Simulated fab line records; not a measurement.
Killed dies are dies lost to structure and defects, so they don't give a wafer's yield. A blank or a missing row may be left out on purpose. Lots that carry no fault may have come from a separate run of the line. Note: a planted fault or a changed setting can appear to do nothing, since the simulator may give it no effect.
A struck lot beside a sound one + flow nandHarc + 39 steps out of a route of 1302
Sound: wafers L724.1, L724.3, L724.4. Wafers L730.4, L730.5, L730.6 were the ones struck. The cause comes at the end.
For every step that has rows: the tool of each side, followed by ch and its chambers, followed by its first start. Under that, the readings that differ: sound wafers + struck wafers + difference of the means + sigmas: that difference in standard deviations of wafers without a fault.
alike: readings whose means differ by less than 2 such deviations, and words and numbers that are the same on both sides. not compared: withheld readings, readings that some wafer has no value for, bounds like >300 that may hide the same value, and numbers for which the record gives no deviation and whose values overlap.
A row with sigmas, a row that says differs or no value, or rows on one side alone: a step with any of these is where the two part. When numbers do not overlap yet have no deviation, they are printed without sigmas and do not part them. Lack of a reading on every wafer of one side parts them only where that side has two or more wafers.

first, 3 steps without rows for these wafers: NHARC_A_CHANNEL_HOLE_D2_STRIP_41 (strips in N2/H2); NHARC_A_CHANNEL_HOLE_D2_STRIP_42 (strips in CF4/CHF3); NHARC_A_CHANNEL_HOLE_D2_STRIP_43 (strips in O2/COS).
NHARC_A_CHANNEL_HOLE_D2_ETCH_44: etches the open film in CF4/O2, target depth 140 nm, overetch 14 nm, time 77 s.
  sound on rieDiel-12 ch 0,1,3, day 13 17:17; struck on rieDiel-05 ch 0,1,2, day 16 20:12
| reading             | sound       | struck | difference                    | sigmas |
|---------------------|-------------|--------|-------------------------------|--------|
| rfHoursCounterH (h) | 1.1 1.6 1.9 | - - -  | no value on the struck wafers |        |
  alike: cf4FlowSccm, drypumpMotorCurrentA, mfcArSccm, o2FlowSccm, oesProductAu, rfVppV, showerheadPlenumPTorr, throttleValvePct
then, 3 steps without rows for these wafers: NHARC_A_CHANNEL_HOLE_D2_STRIP_28 (strips in O2); NHARC_A_CHANNEL_HOLE_D2_PRECLEAN_29 (cleans in SC1); NHARC_A_CHANNEL_HOLE_D2_SRD_30.
NHARC_A_CHANNEL_HOLE_D2_CD_MEAS_31:
  sound on cdSem-03 at day 13 18:05; struck on cdSem-02 at day 16 21:07
  alike: cdNm
NHARC_A_CHANNEL_HOLE_D2_XSEM_32:
  sound on xsem-02 ch 0, day 13 18:11; struck on xsem-02 ch 0, day 16 21:13
| reading           | sound          | struck         | difference | sigmas |
|-------------------|----------------|----------------|------------|--------|
| tiltDeg (degrees) | 0.18 0.18 0.18 | 0.06 0.06 0.06 | -0.12      | -3     |
  alike: botCdNm, bowNm
NHARC_A_CHANNEL_HOLE_D2_INSPECT_40:
  sound on defectInspect-01 at day 13 18:17; struck on defectInspect-02 at day 16 21:17
| reading        | sound       | struck      | difference | sigmas |
|----------------|-------------|-------------|------------|--------|
| rawDefectCount | 169 132 232 | 338 346 399 | +183       | +2     |
then, 2 steps without rows for these wafers: NHARC_A_CHANNEL_FILL_D2_PRECLEAN_00 (cleans in SC1); NHARC_A_CHANNEL_FILL_D2_SRD_01.
NHARC_A_CHANNEL_FILL_D2_ALD_02: deposits SiO2, target thk 6 nm, pulse time 10 s, ald cycles 60.
  sound on aldHk-03 ch 1,2,3, day 13 18:45; struck on aldHk-04 ch 0,1,3, day 16 21:38
  alike: heaterPowerOuterW, heaterPowerW, precursorPulseHeightRel
then, 7 steps without rows for these wafers: NHARC_A_CHANNEL_FILL_D2_ALD_03 (deposits SiNx, target thk 6 nm, pulse time 60 s, ald cycles 58); NHARC_A_CHANNEL_FILL_D2_ALD_14 (deposits SiO2, target thk 2.5 nm, pulse time 10 s, ald cycles 25); NHARC_A_CHANNEL_FILL_D2_ALD_15 (deposits SiNx, target thk 2 nm, pulse time 60 s, ald cycles 19); NHARC_A_CHANNEL_FILL_D2_ALD_16 (deposits SiO2, target thk 1.5 nm, pulse time 10 s, ald cycles 15); NHARC_A_CHANNEL_FILL_D2_ANNEAL_17 (time 1800 s); NHARC_A_CHANNEL_FILL_D2_CVD_18 (deposits poly-Si, target thk 3 nm); NHARC_A_CHANNEL_FILL_D2_ETCHBACK_19 (etches the open film in HBr/Cl2, target depth 5 nm, time 1.7 s).
NHARC_A_CHANNEL_FILL_D2_ETCHBACK_20: etches the open film in C4F8/O2/Ar, target depth 27 nm, time 13.5 s.
  sound on rieDiel-13 ch 0,2,3, day 14 20:32; struck on rieDiel-08 ch 1,2,3, day 17 22:18
  alike: oesProductAu, rfVppV
  not compared: rfHoursCounterH
NHARC_A_CHANNEL_FILL_D2_STRIP_28: strips in O2, time 20 s.
  sound on rieDiel-13 ch 0,2,3, day 14 20:38; struck on rieDiel-08 ch 1,2, day 17 22:22
| reading             | sound             | struck            | difference | sigmas |
|---------------------|-------------------|-------------------|------------|--------|
| oesProductAu (a.u.) | 1.013 1.022 0.993 | 0.988 0.992 0.981 | -0.022     | -2     |
  alike: drypumpMotorCurrentA, mfcArSccm, o2FlowSccm, rfVppV, showerheadPlenumPTorr, throttleValvePct
  not compared: rfHoursCounterH
then, 12 steps without rows for these wafers: NHARC_A_CHANNEL_FILL_D2_PRECLEAN_21 (cleans in dHF, time 30 s); NHARC_A_CHANNEL_FILL_D2_SRD_23; NHARC_A_CHANNEL_FILL_D2_CVD_05 (deposits poly-Si, target thk 5 nm); NHARC_A_CHANNEL_FILL_D2_ANNEAL_22 (time 7200 s); NHARC_A_CHANNEL_FILL_D2_ALD_25 (deposits SiOx, target thk 60 nm, pulse time 10 s, ald cycles 600); NHARC_A_CHANNEL_FILL_D2_ETCHBACK_08 (etches the open film in C4F8, target depth 220 nm, time 110 s); NHARC_A_CHANNEL_FILL_D2_STRIP_29 (strips in O2, time 20 s); NHARC_A_CHANNEL_FILL_D2_PRECLEAN_30 (cleans in dHF, time 30 s); NHARC_A_CHANNEL_FILL_D2_SRD_31; NHARC_A_CHANNEL_FILL_D2_CVD_09 (deposits poly-Si, target thk 150 nm, time 3000 s); NHARC_A_CHANNEL_FILL_D2_CMP_10 (polishes, target thk 150 nm); NHARC_A_CHANNEL_FILL_D2_SRD_12.
NHARC_A_CHANNEL_FILL_D2_RTA_24: time 5 s.
  sound on rtpAnneal-01 ch 0, day 15 20:34; struck on rtpAnneal-01 ch 0, day 19 03:10
  alike: lampPowerPct, wafer_temp_C_max
then, 3 steps without rows for these wafers: NHARC_A_STAIRCASE_DEP_156 (deposits SiNx, target thk 50 nm); NHARC_A_STAIRCASE_DEHYDRATE_158 (time 120 s); NHARC_A_STAIRCASE_HMDS_159 (time 30 s).
-- record jumps: 9 days between struck wafers' starts before vs after; left off in module A_STAIRCASE, resumes in module END, first step shown is number 1302 of the route --
NHARC_END_SORT_01:
  sound on prober-01 ch 0, day 24 23:29; struck on prober-01 ch 0, day 27 23:59
| reading       | sound    | struck      | difference | sigmas |
|---------------|----------|-------------|------------|--------|
| killedAtArray | 19 18 22 | 112 175 153 | +127       | +6     |
| killedDies    | 25 18 24 | 118 178 159 | +129       | +6     |
  alike: killedAtOther, killedAtPeriphery, killedOpen, killedShort

== WHERE THEY PART ==
Earliest at NHARC_A_CHANNEL_HOLE_D2_ETCH_44; latest, in this record, at NHARC_END_SORT_01.

WHY: what the simulator had put in
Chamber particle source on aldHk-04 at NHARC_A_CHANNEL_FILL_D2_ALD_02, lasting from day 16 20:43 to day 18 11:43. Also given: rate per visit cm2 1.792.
